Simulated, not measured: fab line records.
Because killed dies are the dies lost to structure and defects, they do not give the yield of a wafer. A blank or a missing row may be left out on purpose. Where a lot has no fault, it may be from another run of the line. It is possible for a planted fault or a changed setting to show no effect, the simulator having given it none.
fab line records	flow nand-harc	part 1 of 2: steps 1 to 4 of 6
[record] lots = 23	wafers = 69	last-day = 33
route steps=1302 shown A_CONTACT@1099 A_BLC@1125 A_M0@1154 A_M1@1181
lots that met no fault: taken from a fault-free run of the same line
start-h: hours from the record's first day to the start of the lot's first wafer shown	wait-h: hours from the lot's prior step to this one	" as in the row above	L1.1+2: a row that stands for several wafers	- no value, or no start given	* or withheld: withheld	< > ~ a bound
route shown NAME@n: NAME is a module with steps in the file, n the number in the route of the first one	usual: average and standard deviation across the fault-free wafers	same: alike in all rows	chamber/n: place in a boat	sites: per-site readings	_std_site: standard deviation of those values	_edge_site: mean of outer sites minus mean of inner sites	radius-mm: how far each site lies from the wafer's centre	mask NAME#n: copy n	behind: the most recent tool/chamber to have shaped the wafer	hold: why the lot went on hold/how many hours it stayed there/how the hold came to an end	device: the n, p or np transistor that did not switch	end of line: tests of these same wafers at the route's end	a step with no rows: only its recipe	killed: not the wafer's yield, but the dies lost to structure and defects at the first sort	map: the dies of a wafer, with x for killed, . for not killed, _ for no die there
set.NAME: the setting the step ran with; set.NAME@STEP: the setting that earlier step ran with	model.NAME: the simulator's own value behind a step, which no gauge read
a sample of lots followed through the steps of the route, with each step as a table and each wafer as a row
services: from which hour (start-h, from the record's first day; less than 0 if before it) a tool's chamber was out of use, for how many hours, and why
[[steps]]
[step NHARC_A_CONTACT_STRIP_26]
[recipe] o2-flow-sccm = 500	ar-flow-sccm = 0	bias-w = 0	chemistry = O2
[usual] drypump-motor-current-A = 5.7/0.55	oes-product-au = 1.002/0.011	rf-vpp-V = 57.7/0.89	showerhead-plenum-p-Torr = 3.51/0.13	throttle-valve-pct = 17.037/0.0089
lot.wafer	tool	chamber	start-h	wait-h	drypump-motor-current-A	oes-product-au	rf-hours-counter-h	rf-vpp-V	showerhead-plenum-p-Torr	throttle-valve-pct
L076.1	rie-diel-08	2	-	-	6.2	0.999	30	58.3	3.67	17.033
L076.3	"	3	"	"	5.2	1.009	26	58.8	3.69	17.043
L076.5	"	1	"	"	6.2	1.002	-	57.7	3.39	17.047
L074.3	rie-diel-09	3	-	-	5.0	1.001	7	57.2	3.40	17.034
L074.4	"	0	"	"	5.2	1.013	7	57.9	3.44	17.046
L074.2	"	2	"	"	6.5	1.014	7	56.8	3.40	17.033
L075.4	rie-diel-08	0	-	-	5.8	1.012	28	57.4	3.39	17.039
L075.2	"	2	"	"	6.2	0.992	30	58.4	3.67	17.040
L075.1	"	3	"	"	5.2	1.013	26	57.7	3.69	17.040
L077.4	rie-diel-13	2	-	-	6.3	0.997	8	57.1	3.56	17.049
L077.1	"	0	"	"	5.6	0.989	8	57.6	3.48	17.041
L077.3	"	1	"	"	5.0	0.980	7	56.6	3.55	17.032
L079.3	rie-diel-09	0	-	-	5.2	1.021	23	57.4	3.43	17.046
L079.4	"	3	"	"	5.0	1.012	22	58.6	3.39	17.041
L079.6	"	1	"	"	6.5	1.011	-	57.7	3.70	17.032
L078.3	rie-diel-13	1	-	-	5.0	0.985	8	58.9	3.55	17.028
L078.1	"	3	"	"	5.3	1.007	9	58.1	3.62	17.040
L078.6	"	1	"	"	5.0	0.980	-	57.8	3.55	17.038
L080.2	rie-diel-09	0	-	-	5.2	1.010	31	56.3	3.43	17.045
L080.4	"	0	"	"	5.2	1.009	-	57.0	3.43	17.036
L080.5	"	1	"	"	6.5	1.026	-	59.1	3.70	17.039
L081.1	rie-diel-13	0	-	-	5.6	0.995	21	58.6	3.47	17.036
L081.4	"	1	"	"	5.0	0.984	20	58.3	3.54	17.028
L081.3	"	2	"	"	6.3	1.004	21	58.2	3.55	17.047
L083.4	rie-diel-13	2	-	-	6.3	1.001	24	57.2	3.55	17.028
L083.2	"	3	"	"	5.3	1.009	25	57.7	3.61	17.059
L083.5	"	1	"	"	5.0	0.985	-	56.5	3.54	17.022
L082.1	rie-diel-09	3	-	-	5.1	1.000	42	58.4	3.38	17.027
L082.2	"	2	"	"	6.5	1.008	39	58.4	3.39	17.028
L082.5	"	3	"	"	5.0	0.996	-	57.9	3.38	17.030
L084.3	rie-diel-08	2	-	-	6.2	0.997	9	57.2	3.66	17.038
L084.4	"	3	"	"	5.3	1.011	10	58.2	3.68	17.037
L084.1	"	0	"	"	5.7	1.013	10	57.2	3.39	17.057
L085.4	rie-diel-09	0	-	-	5.2	1.000	44	56.8	3.42	17.033
L085.5	"	0	"	"	5.2	0.997	-	57.6	3.42	17.045
L085.6	"	1	"	"	6.5	1.029	-	57.7	3.69	17.042
L086.1	rie-diel-09	1	-	-	6.5	1.020	45	56.7	3.69	17.051
L086.4	"	2	"	"	6.5	0.990	43	55.8	3.39	17.035
L086.2	"	3	"	"	5.0	0.993	45	57.7	3.38	17.039
L088.3	rie-diel-09	0	-	-	5.2	1.005	51	57.5	3.42	17.052
L088.6	"	1	"	"	6.5	1.035	-	56.3	3.69	17.047
L088.5	"	2	"	"	6.5	1.006	-	55.8	3.38	17.028
L089.3	rie-diel-09	1	-	-	6.5	1.024	51	59.0	3.69	17.058
L089.5	"	3	"	"	5.0	0.984	-	56.8	3.37	17.029
L089.6	"	0	"	"	5.2	1.005	-	57.0	3.42	17.055
L087.3	rie-diel-08	3	-	-	5.2	0.994	18	57.6	3.67	17.023
L087.1	"	1	"	"	6.2	0.995	15	59.2	3.38	17.040
L087.6	"	2	"	"	6.2	0.998	-	58.6	3.66	17.044
L091.3	rie-diel-08	3	-	-	5.3	0.995	24	56.9	3.67	17.035
L091.1	"	2	"	"	6.2	0.994	19	57.1	3.66	17.023
L091.5	"	0	"	"	5.8	0.997	-	55.6	3.38	17.040
L092.4	rie-diel-08	1	-	-	6.2	0.998	19	57.5	3.38	17.039
L092.2	"	2	"	"	6.2	0.984	20	59.0	3.66	17.041
L092.6	"	0	"	"	5.7	1.004	-	57.8	3.38	17.037
L090.4	rie-diel-08	1	-	-	6.2	0.998	20	59.7	3.38	17.028
L090.5	"	3	"	"	5.2	1.007	-	57.1	3.67	17.029
L090.6	"	0	"	"	5.8	1.016	-	56.9	3.38	17.041
L093.3	rie-diel-13	0	-	-	5.6	0.986	0	57.6	3.45	17.028
L093.6	"	1	"	"	5.0	1.003	-	58.0	3.52	17.045
L093.5	"	2	"	"	6.3	1.000	-	58.3	3.53	17.031
L097.3	rie-diel-09	2	-	-	6.5	1.005	18	57.0	3.37	17.029
L097.2	"	3	"	"	5.0	0.996	16	57.0	3.36	17.036
L097.4	"	0	"	"	5.2	1.016	15	56.4	3.41	17.038
L095.3	rie-diel-08	3	-	-	5.2	1.007	3	58.4	3.67	17.030
L095.1	"	0	"	"	5.8	0.991	3	56.7	3.38	17.026
L095.5	"	2	"	"	6.2	0.997	-	57.0	3.65	17.049
L096.1	rie-diel-08	3	-	-	5.3	0.997	3	59.4	3.67	17.019
L096.2	"	0	"	"	5.7	0.995	4	57.3	3.38	17.038
L096.5	"	3	"	"	5.3	0.982	-	60.3	3.67	17.018
[step NHARC_A_BLC_STRIP_29]
[recipe] cf4-flow-sccm = 150	ar-flow-sccm = 0	bias-w = 0	chemistry = CF4
[usual] drypump-motor-current-A = 5.9/0.43	oes-product-au = 0.998/0.012	rf-vpp-V = 59.3/0.82	showerhead-plenum-p-Torr = 1.75/0.062	throttle-valve-pct = 13.284/0.0097
lot.wafer	tool	chamber	start-h	wait-h	drypump-motor-current-A	oes-product-au	rf-hours-counter-h	rf-vpp-V	showerhead-plenum-p-Torr	throttle-valve-pct
L076.3	rie-diel-12	0	526.25	0.1	5.7	1.003	4	58.1	1.72	13.279
L076.1	"	2	"	"	5.7	1.003	5	60.0	1.74	13.273
L076.5	"	1	"	"	5.2	1.001	-	59.4	1.67	13.287
L074.4	rie-diel-01	1	527.30	0.1	5.6	1.007	11	58.6	1.88	13.276
L074.2	"	3	"	"	6.1	1.008	10	59.4	1.79	13.286
L074.3	"	0	"	"	5.8	0.994	9	57.9	1.69	13.285
L075.4	rie-diel-12	2	529.35	0.1	5.7	1.005	5	59.2	1.74	13.297
L075.1	"	3	"	"	6.6	0.987	5	60.1	1.76	13.282
L075.2	"	0	"	"	5.7	1.001	5	59.8	1.72	13.282
L077.4	rie-diel-12	3	560.87	0.1	6.6	0.996	7	59.5	1.76	13.287
L077.3	"	0	"	"	5.7	0.999	6	59.7	1.72	13.295
L077.1	"	1	"	"	5.2	1.007	6	58.0	1.67	13.300
L079.4	rie-diel-12	3	563.70	0.1	6.6	0.999	7	59.6	1.76	13.287
L079.3	"	1	"	"	5.2	1.006	6	57.4	1.67	13.284
L079.6	"	0	"	"	5.7	0.996	-	59.9	1.72	13.276
L078.3	rie-diel-12	3	565.84	0.1	6.6	0.991	7	59.0	1.76	13.280
L078.1	"	0	"	"	5.7	0.992	7	58.9	1.72	13.280
L078.6	"	1	"	"	5.2	1.011	-	59.8	1.67	13.267
L080.2	rie-diel-01	3	582.81	0.1	6.1	1.013	2	60.8	1.79	13.282
L080.4	"	0	"	"	5.8	0.995	2	58.3	1.69	13.281
L080.5	"	0	"	"	5.8	0.987	-	57.3	1.69	13.288
L081.4	rie-diel-01	0	605.63	0.1	5.9	0.985	4	59.9	1.69	13.302
L081.3	"	1	"	"	5.7	1.007	4	59.2	1.88	13.287
L081.1	"	2	"	"	6.3	1.005	5	60.6	1.83	13.290
L083.2	rie-diel-01	0	612.68	0.1	5.8	0.979	4	58.1	1.69	13.288
L083.4	"	3	"	"	6.1	0.985	5	60.0	1.79	13.285
L083.5	"	1	"	"	5.7	1.004	-	60.2	1.88	13.281
L082.1	rie-diel-01	2	613.19	0.1	6.3	0.999	6	58.7	1.83	13.295
L082.2	"	0	"	"	5.8	0.983	5	58.8	1.69	13.284
L082.5	"	2	"	"	6.3	1.010	-	59.7	1.83	13.293
L084.4	rie-diel-01	3	613.58	0.1	6.1	0.982	5	58.6	1.79	13.269
L084.3	"	1	"	"	5.7	1.014	5	60.4	1.88	13.280
L084.1	"	2	"	"	6.3	1.012	6	58.3	1.83	13.270
L085.4	rie-diel-01	3	626.41	0.1	6.1	0.998	6	60.0	1.79	13.287
L085.5	"	1	"	"	5.7	1.019	-	58.5	1.88	13.304
L085.6	"	2	"	"	6.3	1.017	-	60.9	1.83	13.275
L086.2	rie-diel-01	3	628.10	0.1	6.1	0.995	6	59.0	1.79	13.297
L086.4	"	0	"	"	5.8	1.004	6	59.3	1.69	13.294
L086.1	"	2	"	"	6.3	1.008	7	59.6	1.83	13.284
L088.3	rie-diel-01	0	652.97	0.1	5.8	0.995	8	58.8	1.69	13.286
L088.6	"	1	"	"	5.7	1.011	-	59.0	1.88	13.281
L088.5	"	2	"	"	6.3	1.000	-	60.3	1.83	13.273
L089.3	rie-diel-12	3	654.82	0.1	6.6	1.007	2	58.5	1.76	13.298
L089.6	"	2	"	"	5.7	0.997	-	60.5	1.74	13.276
L089.5	"	3	"	"	6.6	0.995	-	58.9	1.75	13.280
L087.3	rie-diel-12	1	659.82	0.1	5.2	1.010	3	58.3	1.67	13.280
L087.1	"	0	"	"	5.7	0.983	2	59.7	1.72	13.303
L087.6	"	2	"	"	5.7	0.990	-	58.9	1.74	13.284
L091.3	rie-diel-12	0	692.88	0.1	5.7	0.980	4	58.3	1.72	13.280
L091.1	"	2	"	"	5.7	0.984	5	59.9	1.74	13.305
L091.5	"	0	"	"	5.7	0.979	-	60.5	1.72	13.291
L092.2	rie-diel-12	0	695.70	0.1	5.7	0.983	4	59.3	1.72	13.289
L092.6	"	2	"	"	5.7	0.982	-	57.9	1.74	13.268
L092.4	"	0	"	"	5.7	0.975	-	59.6	1.72	13.296
L090.4	rie-diel-01	1	700.24	0.1	5.7	1.006	14	60.7	1.87	13.293
L090.6	"	2	"	"	6.3	1.014	-	61.0	1.83	13.290
L090.5	"	3	"	"	6.1	1.009	-	59.6	1.79	13.307
L093.3	rie-diel-11	1	710.26	0.1	6.3	0.969	34	60.4	1.69	13.271
L093.5	"	0	"	"	5.1	1.001	-	58.2	1.72	13.281
L093.6	"	1	"	"	6.2	0.976	-	59.3	1.69	13.281
L097.2	rie-diel-12	2	737.40	0.1	5.7	0.990	8	57.8	1.74	13.282
L097.3	"	3	"	"	6.6	1.011	7	59.3	1.75	13.289
L097.4	"	1	"	"	5.2	1.018	6	58.5	1.67	13.281
L095.1	rie-diel-12	1	742.85	0.1	5.2	1.012	7	59.7	1.67	13.279
L095.3	"	2	"	"	5.7	0.995	9	59.1	1.74	13.292
L095.5	"	1	"	"	5.2	1.015	-	59.2	1.67	13.282
L096.1	rie-diel-12	1	748.57	0.1	5.2	1.013	8	58.6	1.67	13.279
L096.2	"	3	"	"	6.6	1.004	9	60.1	1.75	13.291
L096.5	"	1	"	"	5.2	1.011	-	59.2	1.67	13.292
[step NHARC_A_M0_STRIP_18]
[recipe] power-w = 1000	n2-flow-sccm = 150	h2-flow-sccm = 150	ar-flow-sccm = 0	bias-w = 0	chemistry = N2/H2
[usual] drypump-motor-current-A = 5.7/0.45	h2-flow-sccm = 150.0/0.44	oes-product-au = 0.997/0.015	rf-vpp-V = 90.6/0.86	showerhead-plenum-p-Torr = 2.02/0.067	throttle-valve-pct = 14.171/0.0094
lot.wafer	tool	chamber	start-h	wait-h	drypump-motor-current-A	h2-flow-sccm	oes-product-au	rf-hours-counter-h	rf-vpp-V	showerhead-plenum-p-Torr	throttle-valve-pct
L076.1	rie-diel-10	0	529.64	0.1	5.1	150.1	1.007	6	91.2	2.04	14.182
L076.3	"	1	"	"	5.6	149.3	0.977	6	89.7	1.96	14.179
L076.5	"	0	"	"	5.0	150.4	1.005	-	90.7	2.04	14.187
L074.4	rie-diel-10	0	530.68	0.1	5.0	149.9	1.002	6	91.0	2.04	14.178
L074.3	"	2	"	"	5.1	150.0	0.990	6	89.8	1.93	14.170
L074.2	"	3	"	"	6.6	149.5	0.992	6	90.6	1.93	14.186
L075.4	rie-diel-10	1	532.79	0.1	5.6	150.6	0.985	7	91.9	1.96	14.171
L075.1	"	2	"	"	5.1	150.0	0.989	6	90.1	1.93	14.167
L075.2	"	3	"	"	6.6	150.1	0.997	6	89.5	1.93	14.151
L077.4	rie-diel-05	3	564.73	0.1	6.1	150.2	0.994	8	88.9	1.99	14.170
L077.1	"	0	"	"	5.9	149.9	1.009	9	89.9	1.94	14.166
L077.3	"	1	"	"	5.3	150.1	1.002	9	90.5	2.09	14.175
L079.4	rie-diel-05	0	567.32	0.1	5.9	149.6	1.030	9	90.3	1.94	14.158
L079.3	"	1	"	"	5.4	150.4	1.013	9	91.8	2.09	14.155
L079.6	"	2	"	"	6.1	150.5	0.999	-	91.8	2.14	14.171
L078.3	rie-diel-02	2	569.63	0.1	5.4	149.8	1.018	6	90.9	2.01	14.164
L078.1	"	3	"	"	5.9	150.5	1.003	9	91.4	2.04	14.170
L078.6	"	3	"	"	5.9	149.8	0.990	-	90.4	2.04	14.159
L080.4	rie-diel-02	3	586.21	0.1	5.9	149.5	0.994	0	90.7	2.05	14.178
L080.2	"	1	"	"	6.1	150.2	0.987	0	91.4	2.10	14.170
L080.5	"	3	"	"	5.9	149.6	0.988	-	91.8	2.05	14.186
L081.3	rie-diel-10	1	609.03	0.1	5.5	149.7	1.007	0	91.0	1.96	14.153
L081.1	"	2	"	"	5.1	149.9	0.992	0	91.3	1.93	14.169
L081.4	"	1	"	"	5.6	149.6	0.996	-	91.0	1.96	14.190
L083.4	rie-diel-10	1	616.27	0.1	5.6	149.5	0.997	0	91.3	1.96	14.169
L083.2	"	0	"	"	5.0	150.0	1.023	0	90.8	2.03	14.168
L083.5	"	2	"	"	5.1	149.6	0.981	-	90.1	1.93	14.184
L082.2	rie-diel-05	1	616.63	0.1	5.3	149.8	1.002	1	90.0	2.09	14.169
L082.1	"	3	"	"	6.1	149.9	1.033	1	90.8	1.99	14.182
L082.5	"	1	"	"	5.3	149.6	1.002	-	90.5	2.09	14.155
L084.3	rie-diel-02	0	617.02	0.1	5.6	149.5	1.010	2	90.6	2.01	14.160
L084.1	"	1	"	"	6.1	150.1	0.981	2	90.3	2.10	14.193
L084.4	"	1	"	"	6.1	150.7	0.984	-	91.0	2.10	14.167
L085.4	rie-diel-02	3	629.88	0.1	5.9	150.7	0.976	3	91.7	2.04	14.183
L085.5	"	3	"	"	5.9	150.3	0.981	-	90.4	2.04	14.166
L085.6	"	0	"	"	5.6	149.6	1.004	-	89.4	2.01	14.165
L086.4	rie-diel-02	3	631.51	0.1	5.9	150.0	0.985	3	90.3	2.04	14.154
L086.1	"	1	"	"	6.1	150.4	0.983	3	90.9	2.10	14.179
L086.2	"	2	"	"	5.4	149.6	0.998	1	91.4	2.01	14.179
L088.3	rie-diel-10	0	656.35	0.1	5.0	150.5	1.015	3	89.8	2.03	14.166
L088.6	"	3	"	"	6.6	149.7	0.971	-	90.6	1.93	14.170
L088.5	"	0	"	"	5.1	150.1	1.014	-	90.1	2.03	14.166
L089.3	rie-diel-02	3	658.12	0.1	5.9	149.8	0.980	5	91.1	2.04	14.167
L089.6	"	1	"	"	6.1	150.5	0.973	-	92.7	2.10	14.155
L089.5	"	3	"	"	5.9	150.6	0.985	-	91.2	2.04	14.182
L087.3	rie-diel-10	1	663.65	0.1	5.6	150.0	1.007	3	90.7	1.96	14.158
L087.1	"	2	"	"	5.1	150.2	0.989	3	91.4	1.93	14.184
L087.6	"	0	"	"	5.1	149.8	1.009	-	89.9	2.03	14.170
L091.3	rie-diel-05	3	696.37	0.1	6.1	150.3	1.018	8	89.5	1.99	14.167
L091.1	"	0	"	"	6.0	148.9	0.997	7	90.6	1.93	14.164
L091.5	"	2	"	"	6.1	149.9	1.011	-	88.9	2.14	14.162
L092.4	rie-diel-02	2	699.09	0.1	5.4	149.9	1.007	5	90.7	2.01	14.166
L092.2	"	0	"	"	5.6	149.8	1.011	5	89.5	2.01	14.166
L092.6	"	3	"	"	5.9	149.5	0.992	-	89.8	2.04	14.169
L090.4	rie-diel-10	2	703.62	0.1	5.1	150.0	0.987	5	89.7	1.93	14.176
L090.5	"	1	"	"	5.6	150.1	1.014	-	91.3	1.96	14.183
L090.6	"	2	"	"	5.1	149.9	0.982	-	91.0	1.93	14.172
L093.3	rie-diel-05	2	713.54	0.1	6.2	150.3	1.013	6	90.3	2.14	14.177
L093.6	"	0	"	"	5.9	149.8	0.996	-	91.0	1.93	14.158
L093.5	"	1	"	"	5.3	149.5	1.003	-	93.2	2.08	14.177
L097.2	rie-diel-05	1	740.77	0.1	5.3	150.0	1.001	9	89.1	2.08	14.175
L097.3	"	3	"	"	6.1	149.1	1.026	10	90.7	1.98	14.164
L097.4	"	2	"	"	6.1	149.8	1.006	-	92.3	2.14	14.181
L095.3	rie-diel-05	1	746.30	0.1	5.3	150.2	0.985	9	91.0	2.08	14.172
L095.1	"	2	"	"	6.1	151.6	0.990	7	90.9	2.14	14.170
L095.5	"	0	"	"	6.0	149.9	0.995	-	89.5	1.93	14.164
L096.1	rie-diel-05	1	752.01	0.1	5.4	149.6	0.993	9	91.2	2.08	14.182
L096.2	"	3	"	"	6.1	149.1	1.017	10	91.1	1.98	14.166
L096.5	"	3	"	"	6.1	148.9	1.020	-	90.8	1.98	14.174
[step NHARC_A_M0_INSPECT_27]
[usual] raw-defect-count = 543/130
lot.wafer	tool	chamber	start-h	wait-h	raw-defect-count
L076.1	defect-inspect-01	-	531.74	0.0	383
L076.3	"	-	"	"	430
L076.5	"	-	"	"	522
L074.2	defect-inspect-01	-	532.80	0.0	531
L074.3	"	-	"	"	490
L074.4	"	-	"	"	533
L075.1	defect-inspect-01	-	534.89	0.0	474
L075.2	"	-	"	"	475
L075.4	"	-	"	"	490
L077.1	defect-inspect-01	-	566.82	0.0	538
L077.3	"	-	"	"	493
L077.4	"	-	"	"	511
L079.3	defect-inspect-01	-	569.37	0.0	453
L079.4	"	-	"	"	484
L079.6	"	-	"	"	368
L078.1	defect-inspect-01	-	571.75	0.0	544
L078.3	"	-	"	"	527
L078.6	"	-	"	"	506
L080.2	defect-inspect-02	-	588.40	0.0	491
L080.4	"	-	"	"	551
L080.5	"	-	"	"	511
L081.1	defect-inspect-01	-	611.18	0.0	450
L081.3	"	-	"	"	503
L081.4	"	-	"	"	533
L083.2	defect-inspect-01	-	618.38	0.0	668
L083.4	"	-	"	"	533
L083.5	"	-	"	"	573
L082.1	defect-inspect-02	-	618.71	0.0	428
L082.2	"	-	"	"	629
L082.5	"	-	"	"	552
L084.1	defect-inspect-02	-	619.15	0.0	526
L084.3	"	-	"	"	582
L084.4	"	-	"	"	517
L085.4	defect-inspect-01	-	631.97	0.0	1127
L085.5	"	-	"	"	852
L085.6	"	-	"	"	795
L086.1	defect-inspect-02	-	633.62	0.0	526
L086.2	"	-	"	"	417
L086.4	"	-	"	"	682
L088.3	defect-inspect-01	-	658.43	0.0	1030
L088.5	"	-	"	"	803
L088.6	"	-	"	"	644
L089.3	defect-inspect-01	-	660.23	0.0	450
L089.5	"	-	"	"	373
L089.6	"	-	"	"	439
L087.1	defect-inspect-01	-	665.75	0.0	595
L087.3	"	-	"	"	683
L087.6	"	-	"	"	719
L091.1	defect-inspect-01	-	698.41	0.0	507
L091.3	"	-	"	"	517
L091.5	"	-	"	"	457
L092.2	defect-inspect-02	-	701.20	0.0	463
L092.4	"	-	"	"	452
L092.6	"	-	"	"	428
L090.4	defect-inspect-02	-	705.69	0.0	358
L090.5	"	-	"	"	368
L090.6	"	-	"	"	371
L093.3	defect-inspect-01	-	715.67	0.0	561
L093.5	"	-	"	"	388
L093.6	"	-	"	"	678
L097.2	defect-inspect-02	-	742.98	0.0	464
L097.3	"	-	"	"	609
L097.4	"	-	"	"	477
L095.1	defect-inspect-01	-	748.59	0.0	793
L095.3	"	-	"	"	660
L095.5	"	-	"	"	768
L096.1	defect-inspect-01	-	754.18	0.0	578
L096.2	"	-	"	"	774
L096.5	"	-	"	"	593
